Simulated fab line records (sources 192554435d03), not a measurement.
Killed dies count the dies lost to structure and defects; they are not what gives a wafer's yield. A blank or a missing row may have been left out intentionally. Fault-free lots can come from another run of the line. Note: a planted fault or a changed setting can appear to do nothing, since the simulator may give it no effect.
Split-lot study | flow n5Finfet | 21 wafers read across 7 lots, on a route 1938 steps long

ON THE SPLIT
At N5_MOL_CONTACT_COAG_COAT_76 (time 60 s, resist thk 10 nm), the setting spinRpm was moved away from the recipe's 1500 rpm on 6 of the 21 wafers read, by -10.2% to +6.9%. For the rest of the wafers, this setting stayed at what the recipe calls for.

FROM THE SPLIT TO THE READING: what the file shows between them, 4 steps
- N5_MOL_CONTACT_COAG_COAT_77: time 60 s, resist thk 10 nm
- N5_MOL_CONTACT_COAG_COAT_78: resist thk 40 nm
- N5_MOL_CONTACT_COAG_DESCUM_88: chemistry O2, time 7 s
- N5_MOL_CONTACT_COAG_ETCH_89: etches underlayer in N2/H2, target depth 13 nm, time 10.4 s

THE READING
etch.depthNm (the simulator's own value, which no gauge read), in nm, at N5_MOL_CONTACT_COAG_ETCH_90 (etches SiARC in CF4, target depth 13 nm, time 21.7 s). There is no usual value for it anywhere in the file. The 15 wafers here that ran the recipe average 10.011 nm, standard deviation 0.024 nm.

wafer  | tool, chamber at the split | spinRpm as run, rpm | against the recipe | etch.depthNm, nm | against lot-mates on the recipe
L078.3 | lithoTrack-05, 0           | 1500                | recipe             | 10.03            | -
L078.6 | lithoTrack-05, 0           | 1500                | recipe             | 10.03            | -
L078.4 | lithoTrack-05, 0           | 1500                | recipe             | 10.02            | -
L085.2 | lithoTrack-05, 0           | 1603                | +6.9%              | 9.665            | -0.332
L085.3 | lithoTrack-05, 0           | 1500                | recipe             | 9.983            | -
L085.5 | lithoTrack-05, 0           | 1500                | recipe             | 10.01            | -
L084.1 | lithoTrack-01, 0           | 1500                | recipe             | 10.05            | -
L084.3 | lithoTrack-01, 0           | 1500                | recipe             | 10.06            | -
L084.5 | lithoTrack-01, 0           | 1442                | -3.9%              | 10.23            | +0.175
L087.1 | lithoTrack-05, 0           | 1500                | recipe             | 10               | -
L087.2 | lithoTrack-05, 0           | 1500                | recipe             | 9.994            | -
L087.6 | lithoTrack-05, 0           | 1500                | recipe             | 10.02            | -
L091.1 | lithoTrack-05, 0           | 1500                | recipe             | 10.01            | -
L091.3 | lithoTrack-05, 0           | 1556                | +3.7%              | 9.827            | -0.175
L091.5 | lithoTrack-05, 0           | 1500                | recipe             | 9.993            | -
L096.1 | lithoTrack-01, 0           | 1347                | -10.2%             | 10.51            | +0.521
L096.4 | lithoTrack-01, 0           | 1500                | recipe             | 9.989            | -
L096.5 | lithoTrack-01, 0           | 1347                | -10.2%             | 10.5             | +0.511
L097.1 | lithoTrack-04, 0           | 1595                | +6.3%              | 9.695            | -0.295
L097.2 | lithoTrack-04, 0           | 1500                | recipe             | 9.97             | -
L097.4 | lithoTrack-04, 0           | 1500                | recipe             | 10.01            | -

THE FIT
A straight line over all 21 wafers: etch.depthNm changes by -0.0493 nm for each +1% of spinRpm; r = -0.99; the points scatter about the line by 0.022 nm.
The same after taking each lot's own level away (the mean of its wafers on the recipe; 21 wafers): -0.0493 nm for each +1%; r = -1.00; scatter 0.012 nm.
That fit puts the effect of the largest move of spinRpm on the reading at 0.5 nm.
Across the lots, their own levels run from 9.9890 to 10.0550 nm, a range of 2.8 times the standard deviation given above.
The two slopes are in agreement: the lot-to-lot level therefore moves the slope only a little.
Check: with one of the wafers moved furthest among these (-10.2%) left out of the fit, the line predicts +0.496 nm for it against its lot-mates. Against them it came out at +0.521 nm.

FURTHER SPLITS ON THESE WAFERS
These wafers also went through other splits before the reading. Each is held against what the fit with the lots' levels taken away leaves over:
other split on the same wafers | wafers away from the commonest value | r with etch.depthNm (lot level and that fit taken away)
N5_HKMG_FIN_PEB_47 pebTimeS    | 7                                    | +0.13
N5_GATE_CUT_ETCH_58 timeS      | 7                                    | +0.13
N5_GATE_CUT_COAT_27 spinRpm    | 10                                   | +0.11

THE WHOLE CHAIN: every reading that the file lists as answering this split, in the file's order
step                        | what it does                                         | reading                                                                                  | change (the file's fit)                | r (the file's)
N5_MOL_CONTACT_COAG_COAT_76 | time 60 s, resist thk 10 nm                          | SiARC_of_MOL_CONTACT_COAG_COAT_76.thkNm (the simulator's own value, which no gauge read) | -0.054 nm for each +1% of the setting  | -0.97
N5_MOL_CONTACT_COAG_ETCH_90 | etches SiARC in CF4, target depth 13 nm, time 21.7 s | etch.depthNm (the simulator's own value, which no gauge read)                            | -0.0488 nm for each +1% of the setting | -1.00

FILE'S OWN FIT
etch.depthNm changes by -0.0488 nm for each +1% of spinRpm, r = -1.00.
